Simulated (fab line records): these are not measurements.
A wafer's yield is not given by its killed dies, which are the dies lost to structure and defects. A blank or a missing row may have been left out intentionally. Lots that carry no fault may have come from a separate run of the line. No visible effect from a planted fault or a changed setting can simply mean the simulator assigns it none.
Matching of chambers ; flow n5Finfet ; uvCure-02 running N5_BEOL_M8_CURE_75: 3 sister chambers
The step cures SiCOH lowk, time 120 s. 18 wafers are shown with their chamber, then 9 later ones without.

## WAFERS PAIRED WITH THEIR CHAMBERS
wafer;chamber;wafer_temp_C_max;lampPowerPct (%)
L075.3;2;372.0;52.28
L075.4;2;371.5;52.32
L075.6;2;372.1;52.27
L083.1;1;370.8;52.38
L083.2;1;370.9;52.24
L083.5;1;370.4;52.38
L086.1;0;371.6;52.31
L086.4;0;371.2;52.31
L086.5;0;371.1;52.41
L087.1;0;371.4;52.26
L087.4;0;370.9;52.31
L087.5;0;371.3;52.29
L091.2;2;372.1;52.43
L091.3;2;371.7;52.40
L091.5;2;372.2;52.36
L092.2;1;371.0;52.27
L092.4;1;370.7;52.24
L092.5;1;370.8;52.24

SIGNATURES, as means of the wafers listed above
reading;chamber 0;chamber 1;chamber 2;scatter within a chamber
wafer_temp_C_max;371.250;370.767;371.933;0.242
lampPowerPct;52.3150;52.2917;52.3433;0.0621
Rule: a wafer lies at a distance from a chamber equal to the root of the sum of squares, over the readings, of (its reading less the chamber's mean, divided by the reading's scatter). The wafer belongs to the nearest chamber; if the next one is less than 2 further off, it can't be placed. The scatter is the square root of a quotient: the sum, over the shown wafers, of each reading's squared deviation from its chamber's mean, divided by wafers minus chambers.

## WAFERS WHOSE CHAMBER IS MISSING
wafer;wafer_temp_C_max;lampPowerPct (%)
L094.2;371.2;52.35
L094.4;370.9;52.30
L094.6;371.3;52.29
L095.1;372.5;52.33
L095.3;372.2;52.26
L095.5;372.6;52.33
L096.2;371.1;52.34
L096.4;371.6;52.40
L096.6;371.4;52.26

## THE CHAMBER EACH PASSED THROUGH
wafer;from the rows above;in truth
L094.2;can't be placed: 0 or 1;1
L094.4;can't be placed: 1 or 0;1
L094.6;can't be placed: 0 or 1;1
L095.1;2;2
L095.3;2;2
L095.5;2;2
L096.2;can't be placed: 0 or 1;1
L096.4;can't be placed: 2 or 0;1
L096.6;can't be placed: 0 or 2 or 1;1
Correctly placed: 3 of 9. Cannot be placed on the basis of these rows: 6; the candidates contain the true chamber in 5. Wrongly placed: 0.
